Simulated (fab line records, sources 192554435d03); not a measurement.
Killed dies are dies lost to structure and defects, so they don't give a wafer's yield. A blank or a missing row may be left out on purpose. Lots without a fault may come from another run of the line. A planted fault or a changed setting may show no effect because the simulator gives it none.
Split-lot experiment | flow n5_finfet | 7 lots, 21 wafers read, on a route of 1938 steps

THE SPLIT
At N5_BEOL_M11_PECVD_70 (deposits SiO2 from TEOS/O2, target thk 20 nm, time 22.7 s), the setting time_s was moved away from the recipe's 22.7 s on 8 of the 21 wafers read, by -7.0% to +7.7%. The other wafers ran this setting at the recipe's value.

FROM THE SPLIT TO THE READING: what the file shows between them, 9 steps
- N5_BEOL_M11_COAT_59: time 60 s, resist thk 100 nm (also split here: spin_rpm)
- N5_BEOL_M11_COAT_60: time 60 s, resist thk 30 nm
- N5_BEOL_M11_COAT_05: resist thk 90 nm
- N5_BEOL_M11_DESCUM_16: chemistry O2, time 7.9 s
- N5_BEOL_M11_ETCH_61: etches SiARC in CF4, target depth 39 nm, time 65 s
- N5_BEOL_M11_ETCH_62: etches SOC in N2/H2, target depth 110 nm, overetch 22 nm, time 165 s
- N5_BEOL_M11_STRIP_68: strips in N2/H2
- N5_BEOL_M11_STRIP_67: strips in CF4
- N5_BEOL_M11_STRIP_77: strips in N2/H2, time 10 s

THE READING
SiO2_of_BEOL_M11_PECVD_70.thk_nm (the simulator's own value, which no gauge read), in nm, at N5_BEOL_M11_HM_STRIP_39 (strips TiN in peroxide tin strip, target depth 25 nm, time 158 s). The file gives no usual value for it. The 13 wafers here that ran the recipe average 20.0 nm, standard deviation 0.27 nm.

wafer  | tool, chamber at the split | time_s as run, s | against the recipe | SiO2_of_BEOL_M11_PECVD_70.thk_nm, nm | against lot-mates on the recipe
L076.1 | pecvd-03, 1                | 23.62            | +4.1%              | 20.4                                 | +0.8
L076.3 | pecvd-03, 0                | 22.7             | recipe             | 19.6                                 | -
L076.6 | pecvd-03, 2                | 23.62            | +4.1%              | 20.8                                 | +1.2
L082.2 | pecvd-04, 2                | 23.61            | +4.0%              | 20.4                                 | +0.3
L082.4 | pecvd-04, 1                | 22.7             | recipe             | 20.2                                 | -
L082.5 | pecvd-04, 0                | 22.7             | recipe             | 20                                   | -
L088.1 | pecvd-02, 2                | 22.7             | recipe             | 19.8                                 | -
L088.3 | pecvd-02, 1                | 22.7             | recipe             | 20.2                                 | -
L088.4 | pecvd-02, 0                | 22.7             | recipe             | 20.6                                 | -
L090.1 | pecvd-02, 1,2              | 22.7             | recipe             | 19.8                                 | -
L090.2 | pecvd-02, 0                | 22.7             | recipe             | 20                                   | -
L090.3 | pecvd-02, 1,2              | 22.7             | recipe             | 19.6                                 | -
L091.3 | pecvd-03, 0                | 21.12            | -7.0%              | 18.4                                 | -1.5
L091.4 | pecvd-03, 1                | 22.7             | recipe             | 19.8                                 | -
L091.6 | pecvd-03, 0                | 22.7             | recipe             | 20                                   | -
L092.1 | pecvd-03, 0,2              | 21.1             | -7.0%              | 18.4                                 | -1.6
L092.3 | pecvd-03, 0,2              | 21.1             | -7.0%              | 18.4                                 | -1.6
L092.4 | pecvd-03, 2                | 22.7             | recipe             | 20                                   | -
L096.2 | pecvd-04, 1                | 24.45            | +7.7%              | 21.4                                 | +1.2
L096.3 | pecvd-04, 2                | 24.45            | +7.7%              | 21.6                                 | +1.4
L096.5 | pecvd-04, 1                | 22.7             | recipe             | 20.2                                 | -
Where a row lists several chambers, the file gives one row for several wafers and doesn't say which wafer went through which chamber.

THE FIT
A straight line over all 21 wafers: SiO2_of_BEOL_M11_PECVD_70.thk_nm changes by +0.202 nm for each +1% of time_s; r = +0.95; the points scatter about the line by 0.26 nm.
The same after taking each lot's own level away (the mean of its wafers on the recipe; 21 wafers): +0.199 nm for each +1%; r = +0.96; scatter 0.23 nm.
On that fit, the largest move of time_s shifts the reading by 1.5 nm.
The lots' own levels span 19.60 to 20.20 nm, that is 2.3 times the standard deviation above.
So the lot-to-lot level changes the slope little: the two slopes agree.
Check: with one of the wafers moved furthest among these (+7.7%) left out of the fit, the line predicts +1.56 nm for it against its lot-mates. It came out at +1.2 nm against them.

OTHER SPLITS ON THESE WAFERS
These wafers also went through other splits before the reading. Each is held against what the fit with the lots' levels taken away leaves over:
other split on the same wafers | wafers away from the commonest value | r with SiO2_of_BEOL_M11_PECVD_70.thk_nm (lot level and that fit taken away)
N5_BEOL_M8_ETCH_65 source_w    | 4                                    | +0.17
N5_BEOL_M9_DESCUM_16 time_s    | 8                                    | +0.16
N5_BEOL_M9_ETCH_62 source_w    | 5                                    | -0.16
N5_BEOL_M10_PEB_26 peb_time_s  | 7                                    | +0.06
N5_BEOL_M11_COAT_59 spin_rpm   | 6                                    | +0.10

THE WHOLE CHAIN: every reading that the file lists as answering this split, in the file's order
step                    | what it does                                                     | reading                                                                           | change (the file's fit)               | r (the file's)
N5_BEOL_M11_PECVD_70    | deposits SiO2 from TEOS/O2, target thk 20 nm, time 22.7 s        | SiO2_of_BEOL_M11_PECVD_70.thk_nm (the simulator's own value, which no gauge read) | +0.187 nm for each +1% of the setting | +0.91
N5_BEOL_M11_HM_STRIP_39 | strips TiN in peroxide tin strip, target depth 25 nm, time 158 s | SiO2_of_BEOL_M11_PECVD_70.thk_nm (the simulator's own value, which no gauge read) | +0.195 nm for each +1% of the setting | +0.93

THE FILE'S OWN FIT
SiO2_of_BEOL_M11_PECVD_70.thk_nm changes by +0.195 nm for each +1% of time_s, r = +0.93.
